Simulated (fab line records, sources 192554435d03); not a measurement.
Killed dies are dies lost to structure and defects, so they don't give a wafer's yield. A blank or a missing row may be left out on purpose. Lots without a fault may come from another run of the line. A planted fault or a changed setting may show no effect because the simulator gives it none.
A struck lot beside a sound one | flow n5_finfet | 16 steps out of a route of 1938
Sound: wafers L339.1, L339.4, L339.5. Struck: wafer L347.1. (L347.3 of the same lot was not struck and is left out.) The cause comes at the end.
At each step with rows: each side's tool, then ch and its chambers, then its first start. Under that, the readings that differ: sound wafers | struck wafers | difference of the means | sigmas: that difference in standard deviations of wafers without a fault.
alike: readings whose means differ by less than 2 such deviations, and words and numbers that are the same on both sides. not compared: withheld readings, readings that some wafer has no value for, bounds like >300 that may hide the same value, and numbers for which the record gives no deviation and whose values overlap.
The two part at a step that has a row with sigmas, a row that says differs or no value, or rows on one side only. Numbers that don't overlap but have no deviation are shown without sigmas and don't part them. A reading that every wafer of one side lacks parts them only if that side has two wafers or more.

first, 6 steps without rows for these wafers: N5_BEOL_M2_COAT_22 (resist thk 30 nm); N5_BEOL_M2_EBR_24; N5_BEOL_M2_SOFTBAKE_23 (time 60 s); N5_BEOL_M2_EXPOSE_25 (exposes mask V1, defocus 5 nm); N5_BEOL_M2_PEB_26 (peb time 60 s); N5_BEOL_M2_DEVELOP_27 (develop time 30 s).
N5_BEOL_M2_CD_MEAS_28: target cd 26.2 nm, target cd y 24.1 nm.
  sound on cd_sem-03 ch 0, day 9 21:49; struck on cd_sem-03 ch 0, day 12 04:41
  alike: cd_nm
N5_BEOL_M2_OVL_MEAS_29:
  sound on overlay-01 ch 0, day 9 21:51; struck on overlay-01 ch 0, day 12 04:43
  alike: V1_OVL
N5_BEOL_M2_INSPECT_30: inspects for defects (brightfield).
  sound on defect_inspect-02, day 9 21:55; struck on defect_inspect-01, day 12 04:46
  alike: raw_defect_count
N5_BEOL_M2_DESCUM_33: chemistry O2, time 7 s.
  sound on rie_diel-02 ch 1,2,3, day 9 21:56; struck on rie_diel-02 ch 0, day 12 04:49
  reading                         | sound             | struck | difference | sigmas
  showerhead_plenum_p_Torr (Torr) | 2.074 2.101 2.090 | 2.015  | -0.073     | -3
  alike: bias_power_w, chamber_pressure_mTorr, drypump_motor_current_A, oes_product_au, rf_vpp_V, temp_c, throttle_valve_pct
  not compared: rf_hours_counter_h
N5_BEOL_M2_ETCH_77: etches underlayer in N2/H2, target depth 6.5 nm, time 5.2 s.
  sound on rie_diel-02 ch 1,2,3, day 9 21:59; struck on rie_diel-02 ch 0, day 12 04:52
  reading                         | sound             | struck | difference | sigmas
  rf_vpp_V (V)                    | 524.9 524.1 526.3 | 520.1  | -5.0       | -3
  showerhead_plenum_p_Torr (Torr) | 2.53 2.55 2.54    | 2.44   | -0.10      | -3
  alike: chamber_pressure_mTorr, drypump_motor_current_A, etch_rf_on_time_s, oes_product_au, throttle_valve_pct
  not compared: rf_hours_counter_h
N5_BEOL_M2_ETCH_69: etches SiARC in CF4, target depth 15.6 nm, time 26 s.
  sound on rie_diel-02 ch 1,2,3, day 9 21:59; struck on rie_diel-02 ch 0, day 12 04:52
  reading                         | sound             | struck | difference | sigmas
  rf_vpp_V (V)                    | 184.3 185.1 184.7 | 182.6  | -2.1       | -2
  showerhead_plenum_p_Torr (Torr) | 2.136 2.150 2.136 | 2.058  | -0.083     | -3
  alike: chamber_pressure_mTorr, drypump_motor_current_A, etch_rf_on_time_s, oes_product_au, throttle_valve_pct
  not compared: rf_hours_counter_h
N5_BEOL_M2_ALD_98: deposits SiO2, target thk 2.5 nm, pulse time 1 s, co reactant pulse time 1 s.
  sound on ald_sin-03 ch 1,2, day 9 22:05; struck on ald_sin-03 ch 2, day 12 04:58
  reading                                  | sound       | struck | difference | sigmas
  ald_cycles                               | 17 17 17    | 12     | -5         |
  model.SiO2_of_BEOL_M2_ALD_98.thk_nm (nm) | 2.6 2.6 2.6 | 1.8    | -0.8       |
  alike: heater_power_outer_w, heater_power_w, precursor_pulse_height_rel
N5_BEOL_M2_ETCHBACK_99: etches SiO2 in CHF3, target depth 5 nm, time 10.4 s.
  sound on rie_diel-05 ch 0,1,3, day 9 23:16; struck on rie_diel-02 ch 2, day 12 09:07
  alike: chamber_pressure_mTorr, drypump_motor_current_A, oes_product_au, rf_vpp_V, showerhead_plenum_p_Torr, throttle_valve_pct
  not compared: rf_hours_counter_h
N5_BEOL_M4_RC_MEAS_101:
  sound on prober-01 ch 0, day 11 06:27; struck on prober-01 ch 0, day 13 10:13
  reading        | sound             | struck | difference | sigmas
  IOFF_P (nA/um) | 0.281 0.304 0.271 | 0.198  | -0.087     | -3
  ION_N (uA/um)  | 683 691 680       | 666    | -19        | -2
  ION_P (uA/um)  | 477 483 476       | 450    | -29        | -5
  VT_N (mV)      | 245.3 244.6 247.4 | 251.3  | +5.5       | +2
  VT_P (mV)      | -242 -241 -244    | -254   | -12        | -4
  alike: DIBL_N, DIBL_P, IOFF_N, SS_N, SS_P
N5_PASSIVATION_PROBE_49:
  the record has rows for the sound wafers here (prober-01, day 15 11:41) and none for the struck ones

WHERE THEY PART
First at N5_BEOL_M2_DESCUM_33; last, within this record, at N5_PASSIVATION_PROBE_49.

WHY: what the simulator had put in
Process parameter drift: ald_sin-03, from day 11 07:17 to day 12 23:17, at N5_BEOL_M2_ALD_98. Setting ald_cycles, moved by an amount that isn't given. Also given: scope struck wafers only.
